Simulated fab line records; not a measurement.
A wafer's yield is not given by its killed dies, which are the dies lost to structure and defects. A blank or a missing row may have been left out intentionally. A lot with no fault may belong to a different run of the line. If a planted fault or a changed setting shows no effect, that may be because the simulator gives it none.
Matching of chambers ; flow n5_finfet ; N5_BEOL_M0_SAQP_ETCH_49 on rie_diel-06 has 4 sister chambers
The step etches SiO2 in CF4/O2, target depth 37 nm. 14 wafers are shown with their chamber, then 7 later ones without.

WAFERS WITH THEIR CHAMBER
wafer;chamber;showerhead_plenum_p_Torr (Torr);throttle_valve_pct (%);rf_vpp_V (V)
L076.1;1;2.19;16.01;226
L076.2;3;2.05;15.55;229
L076.4;2;2.32;15.67;234
L080.1;2;2.32;15.70;235
L080.2;1;2.18;16.03;227
L080.4;3;2.05;15.58;228
L087.1;1;2.18;16.04;228
L087.4;3;2.05;15.59;229
L087.5;0;2.25;15.57;244
L088.1;1;2.18;16.06;226
L088.3;2;2.31;15.71;234
L088.6;1;2.18;16.05;227
L089.3;1;2.18;16.04;226
L089.4;0;2.25;15.60;246

SIGNATURES, as means of the wafers listed above
reading;chamber 0;chamber 1;chamber 2;chamber 3;scatter within a chamber
showerhead_plenum_p_Torr;2.2500;2.1817;2.3167;2.0500;0.00387
throttle_valve_pct;15.5850;16.0383;15.6933;15.5733;0.0191
rf_vpp_V;245.00;226.67;234.33;228.67;0.816
Rule: for a wafer and a chamber, the distance is found by dividing, reading by reading, the gap between the wafer's reading and the chamber's mean by the reading's scatter, squaring, summing and taking the root. The wafer belongs to the nearest chamber; if the next one is less than 2 further off, it can't be placed. The scatter: the root of (the sum of the squares of (reading less its chamber's mean) over the shown wafers, divided by (wafers less chambers)).

WAFERS WHOSE CHAMBER IS MISSING
wafer;showerhead_plenum_p_Torr (Torr);throttle_valve_pct (%);rf_vpp_V (V)
L089.6;2.25;15.60;245
L091.2;2.31;15.72;233
L091.3;2.18;16.04;227
L091.5;2.05;15.59;228
L096.2;2.25;15.62;244
L096.4;2.30;15.75;234
L096.6;2.04;15.62;227

WHICH CHAMBER EACH WENT THROUGH
wafer;from the rows above;in truth
L089.6;0;0
L091.2;2;2
L091.3;1;1
L091.5;3;3
L096.2;0;0
L096.4;2;2
L096.6;3;3
7 of 7 placed correctly. Number that these rows cannot place: 0. Number placed wrongly: 0.
